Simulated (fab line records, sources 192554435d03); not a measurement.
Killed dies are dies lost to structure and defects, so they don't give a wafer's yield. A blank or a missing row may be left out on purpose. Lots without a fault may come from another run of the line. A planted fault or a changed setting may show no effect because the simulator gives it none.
One fault seen from 2 desks | flow n5_finfet | each desk has only its own numbers; what lay behind them comes last

THE TOOL OWNER'S DESK: euv_scanner-01
The tool's own readings at N5_BEOL_M5_EXPOSE_25 (exposes mask V4, defocus 10 nm): means of the sampled wafers that have a number, for each lot that ran on this tool. A lot is out of limits, marked OUT, if its mean lies more than 4 standard deviations from the usual mean; the brackets give that distance.
Columns: A = exposure_dose_mJ_cm2 at N5_BEOL_M5_EXPOSE_25, usual 52.72
lot  | first seen here | A
L543 | day 9 15:35     | 52.73
L547 | day 10 09:44    | 52.65
L548 | day 10 20:35    | 52.70
L553 | day 11 19:12    | 52.76
L557 | day 12 20:52    | 55.39 (+56) OUT
L558 | day 13 11:21    | 54.86 (+45) OUT
This desk's finding: out of limits on L557, L558; first on L557, day 12 20:52 (exposure_dose_mJ_cm2 at N5_BEOL_M5_EXPOSE_25). In limits: L543, L547, L548, L553.

THE METROLOGY DESK
What the gauges read, lot by lot, whatever tool the lot ran on: means of the sampled wafers that have a number. A lot is out of limits, marked OUT, if its mean lies more than 4 standard deviations from the usual mean; the brackets give that distance.
Columns: A = cd_nm at N5_BEOL_M5_CD_MEAS_28, usual 30.59 nm; B = V4_OVL at N5_BEOL_M5_OVL_MEAS_29, usual -0.2 nm
lot  | first seen here | A                | B
L536 | day 7 17:42     | 30.70            | -0.6
L538 | day 7 23:33     | 30.76            | -1.5
L539 | day 8 14:55     | 30.95            | -0.5
L543 | day 9 15:42     | 30.23            | -0.4
L547 | day 10 09:52    | 30.57            | -0.1
L548 | day 10 20:43    | 30.47            | 0.2
L550 | day 11 10:50    | 30.86            | 0.3
L553 | day 11 19:20    | 30.56            | 0.7
L555 | day 12 08:52    | 30.59            | 0.6
L556 | day 12 12:41    | 30.68            | -0.1
L557 | day 12 21:01    | 31.53 (+4.1) OUT | 0.2
L558 | day 13 11:29    | 31.60 (+4.4) OUT | 0.4
L559 | day 14 01:42    | 30.31            | 0.9
This desk's finding: out of limits on L557, L558; first on L557, day 12 21:01 (cd_nm at N5_BEOL_M5_CD_MEAS_28). In limits: L536, L538, L539, L543, L547, L548, L550, L553, L555, L556, L559.

PUT TOGETHER
The tool owner's desk could have raised an alarm at day 12 20:52, on L557, L558.
The metrology desk could have raised an alarm at day 12 21:01, on L557, L558.
Of the lots named, all ran N5_BEOL_M5_EXPOSE_25 on euv_scanner-01.

WHAT THE SIMULATOR HAD PUT IN
Process parameter drift: euv_scanner-01, from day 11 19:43 on, at N5_BEOL_M5_EXPOSE_25. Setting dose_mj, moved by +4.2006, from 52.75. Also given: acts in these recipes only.
Lots struck among those shown: L557, L558.
Hours from the fault's start to each desk's first reading out of limits: the tool owner's desk, 25; the metrology desk, 25.
